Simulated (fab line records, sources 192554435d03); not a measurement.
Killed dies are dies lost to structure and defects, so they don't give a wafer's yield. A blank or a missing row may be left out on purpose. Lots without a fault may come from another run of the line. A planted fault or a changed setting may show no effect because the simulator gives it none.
Which tool did it? | flow n5_finfet | 12 lots, 36 wafers sampled, at 2 steps of a route of 1938

WHAT THE GAUGES READ, wafer by wafer
N5_BEOL_M13_CD_MEAS_17: target cd 190 nm.
lot  | measured     | on        | cd_nm (nm)
L075 | day 11 00:19 | cd_sem-02 | 190.1 189.9 192.0
L077 | day 11 05:57 | cd_sem-03 | 188.7 186.8 187.8
L078 | day 11 19:40 | cd_sem-03 | 190.2 190.2 189.4
L081 | day 12 07:44 | cd_sem-01 | 193.8 193.2 188.0
L083 | day 12 23:45 | cd_sem-03 | 191.7 190.8 190.9
L084 | day 13 03:40 | cd_sem-01 | 190.0 189.0 190.7
L087 | day 14 08:28 | cd_sem-03 | 192.2 191.3 192.1
L088 | day 14 20:50 | cd_sem-02 | 190.9 191.7 192.1
L090 | day 15 15:53 | cd_sem-01 | 189.1 189.8 189.9
L093 | day 17 06:45 | cd_sem-01 | 188.6 188.1 190.3
L096 | day 17 15:50 | cd_sem-02 | 190.5 189.7 190.4
L095 | day 19 01:54 | cd_sem-02 | 188.7 189.1 188.5

WHICH TOOL RAN EACH LOT (tool, then ch and the chambers of the sampled wafers, then the start)
lot  | N5_BEOL_M12_ETCH_68
L075 | rie_diel-01 ch 0,1,3, day 10 20:47
L077 | rie_diel-01 ch 0,2,3, day 11 02:20
L078 | rie_diel-05 ch 0,2, day 11 14:49
L081 | rie_diel-03 ch 2,3, day 12 04:42
L083 | rie_diel-05 ch 1,2,3, day 12 19:25
L084 | rie_diel-03 ch 0,1,2, day 13 00:19
L087 | rie_diel-05 ch 0,1,2, day 14 03:10
L088 | rie_diel-01 ch 0,1,2, day 14 16:15
L090 | rie_diel-01 ch 2,3, day 15 10:51
L093 | rie_diel-01 ch 1,2, day 16 23:46
L096 | rie_diel-03 ch 0,2,3, day 17 10:16
L095 | rie_diel-03 ch 0,1,3, day 18 19:13
- N5_BEOL_M12_ETCH_68: etches SOC in N2/H2, time 285 s.

THE ANSWER, worked out from the rows above alone
Rule: what is usual is taken from the lots themselves. Put in order of their means at a reading, lots are off if they are a third of the lots or fewer, leave a main group of 4 or more, and stand apart from it by a gap of 3 or more times the standard deviation of the main group's means; of several such gaps the widest counts. A main group whose means are all the same, to the digits that the tables above print for the reading, isn't used. A lot without any number at a reading at which 4 lots or more have one is off too. The other lots that the step has rows for count as sound.
No lot is off at any reading shown: from this, nothing can be told.

WHAT THE SIMULATOR HAD PUT IN
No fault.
